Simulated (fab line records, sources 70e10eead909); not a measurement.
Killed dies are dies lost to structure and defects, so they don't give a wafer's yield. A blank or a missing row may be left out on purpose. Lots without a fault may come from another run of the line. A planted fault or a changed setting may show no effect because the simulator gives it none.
fab line records | flow nand_harc
record lots=6 wafers=18 last_day=32
route steps=1302 shown A_DECK1_JOINT@539 A_ONON_D2@545 END@1302
lots that met no fault: from a run of the same line without faults
start_h: hours from the record's first day to the start of the lot's first wafer shown | wait_h: hours since the lot's step before | " the same as in the row above | L1.1+2: a row that stands for several wafers | - no value, or no start given | * or withheld: withheld | < > ~ a bound
route shown NAME@n: a module of which the file shows steps, and the number in the route of the first | usual: mean/standard deviation of fault-free wafers | same: alike in all rows | chamber/n: place in a boat | sites: the reading at each site | _std_site: their standard deviation | _edge_site: outer sites' mean less inner sites' | radius_mm: how far each site lies from the wafer's centre | mask NAME#n: copy n | behind: the tool/chamber that last shaped the wafer | hold: why the lot was held/for how many hours/how that ended | device: the transistor (n, p or np) that didn't switch | end of line: the same wafers' tests at the end of the route | a step without rows: its recipe alone | killed: dies lost to structure and defects at the first sort, not the wafer's yield | map: a wafer's dies, x killed, . not, _ none there
set.NAME: the setting as run; set.NAME@STEP: as run at that earlier step | model.NAME: the simulator's own value behind a step, which no gauge read
lots at some steps of the route; a table a step, a row a wafer
services: from which hour (start_h, from the record's first day; less than 0 if before it) a tool's chamber was out of use, for how many hours, and why
## steps
# step NHARC_A_DECK1_JOINT_CMP_02
# recipe material=SiOx
# usual motor_current_A=12.1/1.2
# columns lot.wafer tool chamber start_h wait_h motor_current_A
L120.4 cmp-01 0 381.20 0.4 12.9
L120.3 " 1 " " 11.2
L120.5 " 3 " " 12.0
L122.2 cmp-03 2 387.69 0.4 13.3
L122.5 " 3 " " 12.4
L122.6 " 0 " " 12.3
L127.1 cmp-03 3 447.75 0.4 12.1
L127.4 " 0 " " 12.1
L127.5 " 1 " " 12.5
L130.2 cmp-01 0 463.54 0.4 13.8
L130.6 " 0 " " 13.6
L130.5 " 1 " " 11.8
L129.4 cmp-03 2 463.57 0.4 14.2
L129.1 " 3 " " 12.4
L129.5 " 1 " " 13.3
L131.1 cmp-01 1 480.01 0.4 11.3
L131.3 " 3 " " 12.7
L131.6 " 2 " " 10.4
# step NHARC_A_DECK1_JOINT_SRD_15
# step NHARC_A_DECK1_JOINT_DEP_16
# recipe target_thk_a=450 temp_c=400 pressure_torr=6.5 rf_w=900 teos_flow_sccm=161.4 flow_sccm=2650 target_thk_nm=45 gas=O2 material=SiO2
# usual heater_power_w=525/63 mfc_precursor_sccm=161.4/0.52 throttle_valve_pct=15.9/0.53
# columns lot.wafer tool chamber start_h wait_h heater_power_w mfc_precursor_sccm throttle_valve_pct
L120.3 pecvd-01 1 381.72 0.3 614 161.5 16.4
L120.5 " 2 " " 522 161.8 15.8
L120.4 " 0 " " 548 161.9 15.1
L122.2 pecvd-04 0 388.07 0.1 546 160.5 15.7
L122.6 " 2 " " 463 161.9 15.7
L122.5 " 0 " " 522 161.3 15.4
L127.1 pecvd-04 1 448.15 0.1 515 161.2 16.4
L127.5 " 0 " " 497 161.0 15.6
L127.4 " 1 " " 516 161.2 16.6
L129.1 pecvd-01 2 463.96 0.1 545 161.8 15.6
L129.4 " 2 " " 526 160.9 15.8
L129.5 " 0 " " 607 160.6 14.9
L130.2 pecvd-04 2 463.96 0.1 452 160.1 15.6
L130.5 " 0 " " 448 161.5 15.7
L130.6 " 1 " " 479 161.3 16.9
L131.1 pecvd-01 2 480.44 0.1 409 162.3 15.6
L131.3 " 1 " " 615 162.2 16.4
L131.6 " 2 " " 412 161.6 16.1
# step NHARC_A_DECK1_JOINT_THK_MEAS_17
# recipe thk_meas_gauge=ellipsometry
# usual thk_nm=44.7/1.2
# columns lot.wafer tool chamber start_h wait_h thk_nm
L120.3 film_metro-01 - 382.00 0.3 48.0
L120.4 " - " " 46.6
L120.5 " - " " 45.8
L122.2 film_metro-02 - 388.29 0.2 47.0
L122.5 " - " " 46.6
L122.6 " - " " 44.9
L127.1 film_metro-02 - 448.37 0.2 42.7
L127.4 " - " " 44.8
L127.5 " - " " 44.5
L129.1 film_metro-02 - 464.21 0.2 43.7
L129.4 " - " " 45.8
L129.5 " - " " 43.9
L130.2 film_metro-01 - 464.24 0.3 45.2
L130.5 " - " " 46.3
L130.6 " - " " 46.2
L131.1 film_metro-01 - 480.72 0.3 44.8
L131.3 " - " " 45.4
L131.6 " - " " 43.2
# step NHARC_A_DECK1_JOINT_INSPECT_05
# usual raw_defect_count=318/130
# columns lot.wafer tool chamber start_h wait_h raw_defect_count
L120.3 defect_inspect-02 - 382.04 0.0 322
L120.4 " - " " 283
L120.5 " - " " 245
L122.2 defect_inspect-02 - 388.33 0.0 503
L122.5 " - " " 209
L122.6 " - " " 476
L127.1 defect_inspect-02 - 448.40 0.0 261
L127.4 " - " " 210
L127.5 " - " " 290
L129.1 defect_inspect-02 - 464.25 0.0 300
L129.4 " - " " 171
L129.5 " - " " 392
L130.2 defect_inspect-02 - 464.28 0.0 213
L130.5 " - " " 256
L130.6 " - " " 212
L131.1 defect_inspect-02 - 480.76 0.0 542
L131.3 " - " " 632
L131.6 " - " " 320
# step NHARC_A_ONON_D2_DEP_00
# recipe target_thk_a=10000 n2_flow_sccm=2750 n2o_flow_sccm=2000 nh3_flow_sccm=500 sih4_flow_sccm=210 temp_c=400
# step NHARC_A_ONON_D2_THK_MEAS_02
# recipe thk_meas_gauge=ellipsometry
# usual thk_nm=1001/12
# columns lot.wafer tool chamber start_h wait_h thk_nm
L120.3 film_metro-01 - 382.61 - 998
L120.4 " - " " 998
L120.5 " - " " 996
L122.2 film_metro-01 - 388.91 - 999
L122.5 " - " " 999
L122.6 " - " " 999
L127.1 film_metro-02 - 448.98 - 1028
L127.4 " - " " 1026
L127.5 " - " " 1027
L129.1 film_metro-02 - 464.82 - 995
L129.4 " - " " 994
L129.5 " - " " 993
L130.2 film_metro-01 - 464.85 - 997
L130.5 " - " " 997
L130.6 " - " " 998
L131.1 film_metro-01 - 481.34 - 1012
L131.3 " - " " 1013
L131.6 " - " " 1013
# step NHARC_A_ONON_D2_DEP_03
# recipe target_thk_a=10000 n2_flow_sccm=2750 n2o_flow_sccm=2000 nh3_flow_sccm=500 sih4_flow_sccm=210 temp_c=400
# step NHARC_A_ONON_D2_THK_MEAS_05
# recipe thk_meas_gauge=ellipsometry
# usual thk_nm=1004/6.6
# columns lot.wafer tool chamber start_h wait_h thk_nm
L120.3 film_metro-01 - 383.18 - 1003
L120.4 " - " " 1001
L120.5 " - " " 1002
L122.2 film_metro-02 - 389.47 - 1005
L122.5 " - " " 1005
L122.6 " - " " 1006
L127.1 film_metro-01 - 449.54 - 988
L127.4 " - " " 988
L127.5 " - " " 985
L129.1 film_metro-01 - 465.39 - 1008
L129.4 " - " " 1009
L129.5 " - " " 1006
L130.2 film_metro-02 - 465.42 - 999
L130.5 " - " " 1001
L130.6 " - " " 1001
L131.1 film_metro-01 - 481.90 - 1007
L131.3 " - " " 1010
L131.6 " - " " 1009
# step NHARC_A_ONON_D2_DEP_06
# recipe target_thk_a=10000 n2_flow_sccm=2750 n2o_flow_sccm=2000 nh3_flow_sccm=500 sih4_flow_sccm=210 temp_c=400
# step NHARC_A_ONON_D2_THK_MEAS_08
# recipe thk_meas_gauge=ellipsometry
# usual thk_nm=998/9.8
# columns lot.wafer tool chamber start_h wait_h thk_nm
L120.3 film_metro-01 - 383.75 - 987
L120.4 " - " " 988
L120.5 " - " " 988
L122.2 film_metro-01 - 390.05 - 1012
L122.5 " - " " 1013
L122.6 " - " " 1010
L127.1 film_metro-01 - 450.11 - 988
L127.4 " - " " 988
L127.5 " - " " 987
L129.1 film_metro-01 - 465.96 - 995
L129.4 " - " " 995
L129.5 " - " " 997
L130.2 film_metro-02 - 465.99 - 994
L130.5 " - " " 995
L130.6 " - " " 993
L131.1 film_metro-02 - 482.47 - 994
L131.3 " - " " 994
L131.6 " - " " 994
# step NHARC_A_ONON_D2_DEP_09
# recipe target_thk_a=10000 n2_flow_sccm=2750 n2o_flow_sccm=2000 nh3_flow_sccm=500 sih4_flow_sccm=210 temp_c=400
# columns lot.wafer tool chamber start_h wait_h
L120.3+4+5 pecvd_onon-01 0 383.92 0.2
L122.2+5+6 pecvd_onon-01 0 390.16 0.1
L127.1+4+5 pecvd_onon-03 0 450.16 0.1
L129.1+4+5 pecvd_onon-01 0 466.02 0.1
L130.2+5+6 pecvd_onon-03 0 466.10 0.1
L131.1+3+6 pecvd_onon-01 0 482.53 0.1
# step NHARC_A_ONON_D2_THK_MEAS_11
# recipe thk_meas_gauge=ellipsometry
# usual thk_nm=997/7.9
# columns lot.wafer tool chamber start_h wait_h hold thk_nm
L120.3 film_metro-01 - 384.31 - await_dispo/0.2h/release 1584
L120.4 " - " " await_dispo/0.2h/release 1586
L120.5 " - " " await_dispo/0.2h/release 1585
L120.3 film_metro-01 - 384.48 0.2 - 1586
L120.4 " - " " - 1585
L120.5 " - " " - 1584
L122.2 film_metro-01 - 390.61 - await_dispo/0.2h/release 1585
L122.5 " - " " await_dispo/0.2h/release 1586
L122.6 " - " " await_dispo/0.2h/release 1584
L122.2 film_metro-01 - 390.79 0.2 - 1586
L122.5 " - " " - 1586
L122.6 " - " " - 1589
L127.1 film_metro-02 - 450.68 - - 998
L127.4 " - " " - 998
L127.5 " - " " - 997
L129.1 film_metro-01 - 466.53 - - 994
L129.4 " - " " - 991
L129.5 " - " " - 994
L130.2 film_metro-02 - 466.55 - - 998
L130.5 " - " " - 999
L130.6 " - " " - 999
L131.1 film_metro-01 - 483.04 - - 987
L131.3 " - " " - 987
L131.6 " - " " - 988
# step NHARC_END_SORT_01
# recipe temp_c=25
# usual defect_limited_yield=91.3/2.2 killed_at_array=55/15 killed_at_other=1.0/1.2 killed_at_periphery=3.4/2.2 killed_dies=59/15 killed_open=3.2/2 killed_short=2.5/1.7
# same gross_dies=677
# columns lot.wafer tool chamber start_h wait_h defect_limited_yield[%] killed_at_array killed_at_other killed_at_periphery killed_dies killed_open killed_short
L127.1 prober-01 0 719.10 2.5 94.4 32 1 5 38 1 5
L127.4 prober-01 0 721.54 3.4 95.4 26 0 5 31 0 1
L127.5 prober-01 0 722.35 3.7 95.1 25 0 8 33 3 6
L129.1 prober-01 0 746.04 2.4 91.3 57 2 0 59 2 0
L129.4 prober-01 0 748.47 3.4 91.1 57 2 1 60 5 2
L129.5 prober-01 0 749.28 3.7 90.3 64 2 0 66 3 4
L130.2 prober-02 0 746.98 2.8 88.3 75 1 3 79 2 3
L130.5 prober-02 0 749.40 3.7 90.3 64 1 1 66 4 0
L130.6 prober-02 0 750.21 4.0 85.8 90 2 4 96 7 1
L131.1 prober-01 0 772.73 2.5 90.1 56 5 6 67 3 1
L131.3 prober-01 0 774.31 3.1 90.5 58 3 3 64 2 3
L131.6 prober-01 0 776.68 4.0 90.0 61 5 2 68 2 1
# killed by level:class
L127.1 A_CHANNEL_HOLE_D1:chamber_film_flake=18 P_CONTACT:chamber_film_flake=3 A_WL_FILL:geometric_particle:short=2 A_WL_FILL:chamber_film_flake=2 A_CONTACT:chamber_film_flake=2 A_ONON_D1:geometric_particle:short=1 A_DECK1_JOINT:geometric_particle:short=1 A_SGD_CUT:geometric_particle:short=1
L127.4 A_CHANNEL_HOLE_D1:chamber_film_flake=18 P_CONTACT:chamber_film_flake=5 A_SLIT:chamber_film_flake=3 A_ONON_D1:geometric_particle:short=1 A_CHANNEL_FILL_D1:chamber_film_flake=1 A_STAIRCASE:chamber_film_flake=1 A_WL_FILL:chamber_film_flake=1 A_CONTACT:chamber_film_flake=1
L127.5 A_CHANNEL_HOLE_D1:chamber_film_flake=13 P_CONTACT:chamber_film_flake=6 A_ONON_D1:geometric_particle:short=2 A_SLIT:chamber_film_flake=2 P_M0:geometric_particle:short=1 A_CHANNEL_FILL_D1:geometric_particle:open=1 A_CHANNEL_FILL_D1:geometric_particle:short=1 A_CHANNEL_FILL_D2:geometric_particle:open=1
L129.1 A_CHANNEL_HOLE_D2:chamber_film_flake=29 A_CHANNEL_HOLE_D1:chamber_film_flake=10 A_CONTACT:chamber_film_flake=7 A_SGD_CUT:chamber_film_flake=5 A_M1:chamber_film_flake=2 THIN_TSV:chamber_film_flake=2 A_ONON_D1:geometric_particle:open=1 A_CHANNEL_HOLE_D2:geometric_particle:open=1
L130.2 A_CHANNEL_HOLE_D1:chamber_film_flake=34 A_SLIT:chamber_film_flake=33 A_CONTACT:chamber_film_flake=4 P_M1:geometric_particle:open=1 P_M1:geometric_particle:short=1 A_SOURCE_PLATE:geometric_particle:short=1 A_CHANNEL_FILL_D1:geometric_particle:short=1 A_CHANNEL_FILL_D1:geometric_particle:open=1
L129.4 A_CHANNEL_HOLE_D2:chamber_film_flake=23 A_CHANNEL_HOLE_D1:chamber_film_flake=16 A_CONTACT:chamber_film_flake=4 A_SGD_CUT:chamber_film_flake=3 A_ONON_D1:geometric_particle:open=2 A_M1:chamber_film_flake=2 THIN_TSV:chamber_film_flake=2 P_M0:geometric_particle:short=1
L129.5 A_CHANNEL_HOLE_D2:chamber_film_flake=24 A_CHANNEL_HOLE_D1:chamber_film_flake=14 A_CONTACT:chamber_film_flake=6 A_SLIT:chamber_film_flake=5 A_SGD_CUT:chamber_film_flake=4 A_ONON_D1:geometric_particle:short=2 A_M1:chamber_film_flake=2 THIN_TSV:chamber_film_flake=2
L130.5 A_SLIT:chamber_film_flake=34 A_CHANNEL_HOLE_D1:chamber_film_flake=17 A_STAIRCASE:chamber_film_flake=3 A_M1:chamber_film_flake=3 A_CONTACT:chamber_film_flake=2 P_M1:geometric_particle:open=1 A_ONON_D1:geometric_particle:open=1 A_CHANNEL_FILL_D1:geometric_particle:open=1
L130.6 A_SLIT:chamber_film_flake=36 A_CHANNEL_HOLE_D1:chamber_film_flake=33 A_M1:chamber_film_flake=6 A_CONTACT:chamber_film_flake=4 P_STI:chamber_film_flake=2 A_DECK1_JOINT:chamber_film_flake=2 THIN_TSV:chamber_film_flake=2 P_M0:geometric_particle:open=1
L131.1 A_SLIT:chamber_film_flake=31 A_CHANNEL_HOLE_D1:chamber_film_flake=12 A_CONTACT:chamber_film_flake=8 P_M2:chamber_film_flake=4 THIN_TSV:chamber_film_flake=4 P_CONTACT:geometric_particle:open=1 A_ONON_D1:geometric_particle:open=1 A_CHANNEL_HOLE_D1:geometric_particle:open=1
L131.3 A_SLIT:chamber_film_flake=26 A_CHANNEL_HOLE_D1:chamber_film_flake=20 A_CONTACT:chamber_film_flake=4 THIN_TSV:chamber_film_flake=3 P_GATE:chamber_film_flake=2 A_ONON_D1:geometric_particle:short=1 A_DECK1_JOINT:geometric_particle:open=1 A_SGD_CUT:geometric_particle:short=1
L131.6 A_SLIT:chamber_film_flake=34 A_CHANNEL_HOLE_D1:chamber_film_flake=15 THIN_TSV:chamber_film_flake=5 A_CONTACT:chamber_film_flake=4 A_BONDPAD:chamber_film_flake=2 P_CONTACT:geometric_particle:open=1 A_CHANNEL_FILL_D2:geometric_particle:short=1 A_M0:geometric_particle:open=1
## services
# columns tool chamber start_h hours kind
cmp-03 - 358.07 4.0 pm
cmp-03 - 362.07 - consumable_replace:conditioner
cmp-03 - 362.07 - consumable_replace:pad
cmp-01 - 382.39 4.0 pm
cmp-01 - 386.39 - consumable_replace:conditioner
cmp-01 - 386.39 - consumable_replace:pad
pecvd-01 1 394.54 4.4 repair
pecvd_onon-03 - 408.00 13.0 pm
cmp-01 - 420.18 2.3 repair
pecvd-01 - 436.02 0.5 repair
pecvd-04 0 436.52 10.4 repair
pecvd-04 - 450.00 13.0 pm
pecvd-04 0 450.00 13.0 vent_cycle
pecvd-04 1 450.00 13.0 vent_cycle
pecvd-04 2 450.00 13.0 vent_cycle
pecvd_onon-01 - 450.00 13.0 pm
cmp-03 - 456.07 4.0 pm
pecvd-01 - 456.57 1.1 repair
cmp-03 - 460.07 - consumable_replace:conditioner
cmp-03 - 460.07 - consumable_replace:pad
pecvd-04 0 463.00 - clean
pecvd-04 1 463.00 - clean
cmp-01 - 472.13 0.8 repair
cmp-01 - 480.39 4.0 pm
## key
first_sign step=NHARC_A_ONON_D2_THK_MEAS_11 reading=visit direction=added
effect step=NHARC_A_ONON_D2_THK_MEAS_11 reading=thk_nm direction=up sigmas=74 usual=997 struck=1585
met_at NHARC_A_ONON_D2_DEP_09
struck_wafers L120.3,L120.4,L120.5,L122.2,L122.5,L122.6
scrapped_behind NHARC_A_ONON_D2_THK_MEAS_11 L120.3,L120.4,L120.5,L122.2,L122.5,L122.6
fault kind=process_parameter_drift tool=pecvd_onon-01 chamber=0 onset_h=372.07 steps=NHARC_A_ONON_D2_DEP_09 channel=target_thk_a offset=* shape=step end_h=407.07 acts_in=* stated=*
